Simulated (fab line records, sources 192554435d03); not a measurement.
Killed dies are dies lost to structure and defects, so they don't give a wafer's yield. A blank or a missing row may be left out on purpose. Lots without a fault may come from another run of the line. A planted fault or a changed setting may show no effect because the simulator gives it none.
fab line records | flow n5_finfet
record lots=10 wafers=28 last_day=16
route steps=1938 shown BEOL_M2@881 BEOL_M4@1111
lots that met no fault: from a run of the same line without faults
start_h: hours from the record's first day to the start of the lot's first wafer shown | wait_h: hours since the lot's step before | " the same as in the row above | L1.1+2: a row that stands for several wafers | - no value, or no start given | * or withheld: withheld | < > ~ a bound
route shown NAME@n: a module of which the file shows steps, and the number in the route of the first | usual: mean/standard deviation of fault-free wafers | same: alike in all rows | chamber/n: place in a boat | sites: the reading at each site | _std_site: their standard deviation | _edge_site: outer sites' mean less inner sites' | radius_mm: how far each site lies from the wafer's centre | mask NAME#n: copy n | behind: the tool/chamber that last shaped the wafer | hold: why the lot was held/for how many hours/how that ended | device: the transistor (n, p or np) that didn't switch | end of line: the same wafers' tests at the end of the route | a step without rows: its recipe alone | killed: dies lost to structure and defects at the first sort, not the wafer's yield | map: a wafer's dies, x killed, . not, _ none there
set.NAME: the setting as run; set.NAME@STEP: as run at that earlier step | model.NAME: the simulator's own value behind a step, which no gauge read
steps of the route over a sample of lots; a table a step, a row a wafer
services: from which hour (start_h, from the record's first day; less than 0 if before it) a tool's chamber was out of use, for how many hours, and why
## steps
# step N5_BEOL_M2_ETCH_69
# recipe chemistry=CF4 target=SiARC target_depth_a=156 mask_material=CAR-EUV time_s=26 ion_energy_ev=80 pressure_mtorr=40 source_w=545 bias_w=36 Ar_flow_sccm=100 cf4_flow_sccm=100 ends=cleared
# usual drypump_motor_current_A=5.8/0.55 etch_rf_on_time_s=25.9/0.47 oes_product_au=0.67/0.063 rf_vpp_V=184.0/1.1 showerhead_plenum_p_Torr=2.13/0.065 throttle_valve_pct=15.62/0.26
# columns lot.wafer tool chamber start_h wait_h drypump_motor_current_A etch_rf_on_time_s oes_product_au rf_hours_counter_h rf_vpp_V showerhead_plenum_p_Torr throttle_valve_pct
L510.2 rie_diel-02 0 131.09 0.0 5.2 25.4 0.80 12 184.1 2.10 15.05
L510.5 " 0 " " 5.3 25.7 0.79 - 182.1 2.10 15.06
L510.6 " 1 " " 5.5 26.4 0.61 - 185.7 2.21 15.83
L512.2 rie_diel-04 3 149.59 0.0 6.0 25.7 0.73 45 185.1 2.27 15.46
L512.4 " 2 " " 5.9 25.5 0.72 - 185.2 2.08 15.54
L512.6 " 3 " " 6.0 25.6 0.73 - 186.8 2.27 15.44
L515.1 rie_diel-06 2 163.25 0.0 5.9 26.2 0.62 151 183.8 2.06 15.46
L515.4 " 2 " " 5.9 26.4 0.62 - 183.6 2.06 15.49
L515.6 " 1 " " 5.7 26.0 0.64 - 185.6 2.22 15.90
L517.1 rie_diel-02 3 170.72 0.0 5.1 26.8 0.56 227 185.9 2.11 16.10
L517.4 " 2 " " 6.4 25.4 0.71 85 185.3 2.16 15.69
L517.6 " 2 " " 6.4 25.4 0.71 - 183.6 2.16 15.68
L519.1 rie_diel-06 1 189.87 0.0 5.7 26.2 0.63 145 184.4 2.22 15.92
L519.2 " 2 " " 6.0 26.2 0.62 162 182.6 2.06 15.50
L519.4 " 0 " " 6.8 26.2 0.66 112 183.3 2.07 15.35
L522.1 rie_diel-06 1 204.04 0.0 5.7 26.1 0.62 152 184.8 2.22 15.95
L522.2 " 3 " " 4.9 25.8 0.67 104 183.9 2.15 15.67
L522.4 " 0 " " 6.8 26.6 0.65 118 183.2 2.07 15.38
L523.2 rie_diel-02 1 219.25 0.0 5.5 26.0 0.60 223 184.8 2.20 15.88
L523.6 " 0 " " 5.3 25.3 0.76 - 183.2 2.09 15.10
L524.2 rie_diel-06 0 227.80 0.0 6.8 26.5 0.65 126 183.2 2.06 15.40
L524.6 " 0 " " 6.8 26.6 0.65 - 182.9 2.06 15.41
L530.2 rie_diel-04 3 255.16 0.0 6.0 25.9 0.69 88 185.5 2.25 15.52
L530.3 " 0 " " 6.5 25.3 0.78 19 184.1 2.11 15.41
L530.4 " 1 " " 6.0 25.5 0.77 32 184.1 2.09 15.51
L531.1 rie_diel-06 3 260.74 0.0 4.9 25.6 0.66 124 185.0 2.15 15.70
L531.3 " 0 " " 6.8 26.3 0.64 139 183.3 2.06 15.43
L531.4 " 1 " " 5.7 25.9 0.61 170 184.0 2.21 15.96
# step N5_BEOL_M2_ETCH_70
# recipe chemistry=N2/H2 target=SOC target_depth_a=800 overetch_a=240 mask_material=SiARC temp_c=40 time_s=130 ion_energy_ev=200 pressure_mtorr=30 source_w=840 bias_w=150 n2_flow_sccm=200 h2_flow_sccm=200
# usual drypump_motor_current_A=5.9/0.5 oes_product_au=0.59/0.056 rf_vpp_V=523.6/2.5 showerhead_plenum_p_Torr=2.54/0.084 throttle_valve_pct=17.82/0.25
# same time_s=130
# columns lot.wafer tool chamber start_h wait_h drypump_motor_current_A oes_product_au rf_hours_counter_h rf_vpp_V showerhead_plenum_p_Torr throttle_valve_pct
L510.2 rie_diel-06 0 137.67 0.0 6.9 0.58 99 520.8 2.46 17.50
L510.5 " 2 " " 5.9 0.54 - 520.9 2.44 17.59
L510.6 " 3 " " 4.9 0.59 - 525.2 2.58 17.99
L512.2 rie_diel-04 3 150.97 0.0 6.0 0.63 46 528.1 2.70 17.66
L512.4 " 3 " " 6.0 0.63 - 528.4 2.70 17.65
L512.6 " 1 " " 6.0 0.50 - 521.8 2.50 18.07
L515.1 rie_diel-04 0 163.93 0.0 6.5 0.51 240 523.6 2.50 17.89
L515.4 " 3 " " 6.0 0.62 - 527.8 2.69 17.69
L515.6 " 0 " " 6.5 0.50 - 522.9 2.50 17.90
L517.1 rie_diel-06 2 173.80 0.0 5.9 0.53 156 520.1 2.43 17.62
L517.4 " 1 " " 5.7 0.55 140 526.8 2.66 18.18
L517.6 " 1 " " 5.7 0.55 - 527.4 2.66 18.20
L519.1 rie_diel-04 3 192.33 0.0 6.0 0.61 63 528.6 2.69 17.69
L519.2 " 2 " " 5.8 0.60 75 521.3 2.47 17.86
L519.4 " 1 " " 6.0 0.71 - 522.8 2.50 17.67
L522.1 rie_diel-04 2 204.94 0.0 5.9 0.59 82 521.4 2.47 17.88
L522.2 " 3 " " 6.0 0.60 71 527.8 2.69 17.72
L522.4 " 1 " " 5.9 0.69 - 523.5 2.50 17.69
L523.2 rie_diel-04 2 225.72 0.0 5.9 0.60 89 520.3 2.46 17.89
L523.6 " 1 " " 6.0 0.67 - 523.0 2.49 17.70
L524.2 rie_diel-06 0 229.90 0.0 6.9 0.56 127 519.4 2.45 17.52
L524.6 " 0 " " 6.8 0.56 - 521.4 2.45 17.53
L530.2 rie_diel-04 0 258.02 0.0 6.6 0.67 20 522.1 2.48 17.50
L530.3 " 1 " " 5.9 0.66 33 523.6 2.49 17.72
L530.4 " 2 " " 5.8 0.58 101 522.1 2.46 17.90
L531.1 rie_diel-04 2 268.46 0.0 5.8 0.58 104 521.4 2.46 17.92
L531.3 " 3 " " 6.0 0.58 93 528.5 2.68 17.75
L531.4 " 1 " " 5.9 0.65 37 521.6 2.49 17.73
# step N5_BEOL_M2_CVD_47
# recipe material=Co target_thk_a=30 temp_c=withheld precursor=CCTBA/H2 pressure_torr=30 time_s=223.8
# usual run_length_s=247.0/0.42
# columns lot.wafer tool chamber start_h wait_h run_length_s
L510.2 cvd_co-01 1 139.08 0.1 246.9
L510.5 " 0 " " 247.2
L510.6 " 2 " " 246.5
L512.2 cvd_co-02 1 152.17 0.1 246.7
L512.4 " 0 " " 246.4
L512.6 " 2 " " 247.2
L515.1 cvd_co-01 2 167.36 0.3 246.7
L515.4 " 0 " " 247.2
L515.6 " 1 " " 247.4
L517.1 cvd_co-02 1 175.71 0.3 247.3
L517.4 " 1 " " 247.2
L517.6 " 0 " " 246.3
L519.1 cvd_co-01 1 193.43 0.1 246.8
L519.2 " 2 " " 247.2
L519.4 " 0 " " 247.7
L522.1 cvd_co-01 2 206.36 0.0 247.2
L522.2 " 0 " " 415.3
L522.4 " 2 " " 415.3
L523.2 cvd_co-01 2 227.15 0.0 414.5
L523.6 " 1 " " 247.1
L524.2 cvd_co-01 1 231.44 0.2 414.8
L524.6 " 0 " " 247.1
L530.2 cvd_co-02 1 259.46 0.1 246.7
L530.3 " 0 " " 246.5
L530.4 " 2 " " 247.4
L531.1 cvd_co-02 1 269.72 0.2 246.7
L531.3 " 2 " " 247.5
L531.4 " 2 " " 247.4
# step N5_BEOL_M2_SPUTTER_88
# recipe material=Cu target_thk_a=45 temp_c=-20 chamber_pressure_pa=0.07 power_w=withheld time_s=8.29
# usual throttle_valve_pct=29.8/1.3
# same time_s=8.29
# columns lot.wafer tool chamber start_h wait_h throttle_valve_pct
L510.2 pvd_sputter-03 - 140.13 0.1 31.6
L510.5 " - " " 31.4
L510.6 " - " " 27.7
L512.2 pvd_sputter-02 - 153.21 0.1 29.3
L512.4 " - " " 29.9
L512.6 " - " " 27.8
L515.1 pvd_sputter-03 - 168.48 0.1 30.2
L515.4 " - " " 29.4
L515.6 " - " " 31.4
L517.1 pvd_sputter-03 - 178.22 0.1 28.1
L517.4 " - " " 29.7
L517.6 " - " " 31.9
L519.1 pvd_sputter-02 - 194.53 0.1 29.7
L519.2 " - " " 29.4
L519.4 " - " " 28.0
L522.1 pvd_sputter-01 - 207.42 0.1 30.4
L522.2 " - " " 28.4
L522.4 " - " " 31.3
L523.2 pvd_sputter-02 - 228.33 0.1 29.7
L523.6 " - " " 29.8
L524.2 pvd_sputter-01 - 232.60 0.1 31.5
L524.6 " - " " 31.0
L530.2 pvd_sputter-02 - 260.61 0.1 29.5
L530.3 " - " " 27.6
L530.4 " - " " 29.8
L531.1 pvd_sputter-01 - 270.76 0.1 31.0
L531.3 " - " " 29.4
L531.4 " - " " 30.3
# step N5_BEOL_M4_RC_MEAS_101
# usual DIBL_N=36.3/1 DIBL_P=36.2/1.4 IOFF_N=0.157/0.021 IOFF_P=0.206/0.025 ION_N=673/9 ION_P=461/6.4 SS_N=71.5/0.5 SS_P=73.2/0.47 VT_N=249.9/2.4 VT_P=-250.6/2.9
# columns lot.wafer tool chamber start_h wait_h DIBL_N[mV/V] DIBL_P[mV/V] IOFF_N[nA/um] IOFF_P[nA/um] ION_N[uA/um] ION_P[uA/um] SS_N[mV/dec] SS_P[mV/dec] VT_N[mV] VT_P[mV]
L510.2 prober-01 0 168.26 0.2 35.0 35.5 0.131 0.174 674 456 71.2 72.7 252.7 -254.4
L510.5 " 0 " " 35.3 34.7 0.128 0.170 664 452 71.7 73.0 252.4 -255.1
L510.6 " 0 " " 35.6 35.7 0.131 0.179 665 456 70.8 72.5 254.0 -254.1
L512.2 prober-02 0 178.17 0.2 36.3 36.9 0.150 0.209 659 457 71.7 72.9 252.3 -251.1
L512.4 " 0 " " 35.5 36.1 0.134 0.194 657 452 71.6 73.6 255.2 -251.2
L512.6 " 0 " " 37.9 38.2 0.171 0.225 669 461 72.7 74.3 250.0 -252.0
L515.1 prober-02 0 199.64 0.0 36.7 37.4 0.170 0.224 669 464 72.4 73.5 247.3 -249.1
L515.4 " 0 " " 35.1 36.1 0.145 0.196 665 456 71.5 73.2 251.9 -252.0
L515.6 " 0 " " 35.3 36.2 0.144 0.196 661 458 70.9 73.4 251.8 -252.4
L517.1 prober-01 0 205.76 0.0 37.1 38.0 0.200 0.260 676 464 72.4 74.0 247.1 -247.2
L517.4 " 0 " " 36.2 37.4 0.189 0.241 673 463 71.8 73.5 246.8 -248.0
L517.6 " 0 " " 36.3 37.1 0.183 0.251 676 465 71.9 74.3 249.2 -246.9
L519.1 prober-02 0 211.26 0.0 35.4 35.4 0.140 0.180 663 451 70.8 73.5 252.7 -250.7
L519.2 " 0 " " 36.5 36.8 0.175 0.203 685 465 72.0 73.5 246.5 -250.9
L519.4 " 0 " " 36.2 35.5 0.159 0.186 661 450 71.9 73.4 250.9 -254.0
L522.1 prober-02 0 237.13 0.0 37.0 37.4 0.161 0.206 671 460 71.6 73.0 253.7 -251.2
L522.2 " 0 " " 37.3 37.7 0.164 0.208 668 455 72.2 73.4 250.5 -253.6
L522.4 " 0 " " 37.2 38.3 0.170 0.222 687 462 72.1 72.6 247.8 -251.6
L523.2 prober-01 0 247.33 0.2 35.0 34.8 0.146 0.197 674 465 71.1 72.9 250.0 -252.0
L523.6 " 0 " " 36.3 36.4 0.173 0.220 677 459 71.4 72.9 247.7 -250.4
L524.2 prober-01 0 251.95 0.2 36.6 36.7 0.187 0.259 685 470 71.7 73.0 247.2 -244.2
L524.6 " 0 " " 38.6 38.3 0.231 0.281 700 475 72.1 73.8 243.9 -246.2
L530.2 prober-01 0 287.29 0.8 35.8 36.5 0.162 0.227 680 469 71.4 74.0 245.4 -247.4
L530.3 " 0 " " 34.6 35.0 0.136 0.198 670 467 71.5 72.7 251.9 -251.0
L530.4 " 0 " " 35.3 35.7 0.152 0.210 677 468 71.4 73.7 251.6 -245.4
L531.1 prober-01 0 289.16 0.0 35.8 34.6 0.141 0.206 679 470 71.0 73.2 250.3 -247.9
L531.3 " 0 " " 36.5 34.8 0.147 0.210 665 463 71.5 72.5 248.9 -246.2
L531.4 " 0 " " 35.6 34.3 0.142 0.208 681 472 71.0 72.6 250.8 -247.9
## services
# columns tool chamber start_h hours kind
rie_diel-04 1 108.49 18.2 repair
cvd_co-01 1 114.67 - clean
cvd_co-01 1 114.67 22.0 scheduled_down
cvd_co-01 1 114.67 22.0 vent_cycle
pvd_sputter-02 - 125.20 3.7 repair
cvd_co-02 0 128.78 10.8 repair
rie_diel-04 1 151.30 - clean
rie_diel-04 1 151.30 - consumable_replace:focus_ring
rie_diel-04 1 151.30 20.6 scheduled_down
rie_diel-04 1 151.30 20.6 vent_cycle
rie_diel-06 2 154.30 2.7 repair
cvd_co-02 2 164.82 8.4 repair
rie_diel-02 - 187.98 14.6 pm
rie_diel-04 0 191.11 - clean
rie_diel-04 0 191.11 - consumable_replace:focus_ring
rie_diel-04 0 191.11 17.0 scheduled_down
rie_diel-04 0 191.11 17.0 vent_cycle
rie_diel-04 1 209.25 5.5 repair
rie_diel-04 0 234.06 1.5 repair
cvd_co-01 0 240.44 2.5 repair
rie_diel-02 3 252.44 - clean
rie_diel-02 3 252.44 - consumable_replace:focus_ring
rie_diel-02 3 252.44 23.4 scheduled_down
rie_diel-02 3 252.44 23.4 vent_cycle
## key
first_sign step=N5_BEOL_M2_CVD_47 reading=run_length_s direction=up sigmas=99+ usual=* struck=*
effect none on later readings
met_at N5_BEOL_M2_CVD_47
struck_lots L522,L523,L524
struck_wafers L522.2,L522.4,L523.2,L524.2
not_acting_at N5_BEOL_M2_ETCH_69,N5_BEOL_M2_ETCH_70,N5_BEOL_M2_SPUTTER_88
onset_between 193.43 206.36
fault kind=process_parameter_drift tool=cvd_co-01 chamber=- onset_h=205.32 steps=N5_BEOL_M2_CVD_47 channel=time_s offset=* shape=step end_h=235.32 scope=struck_wafers_only acts_in=* stated=*
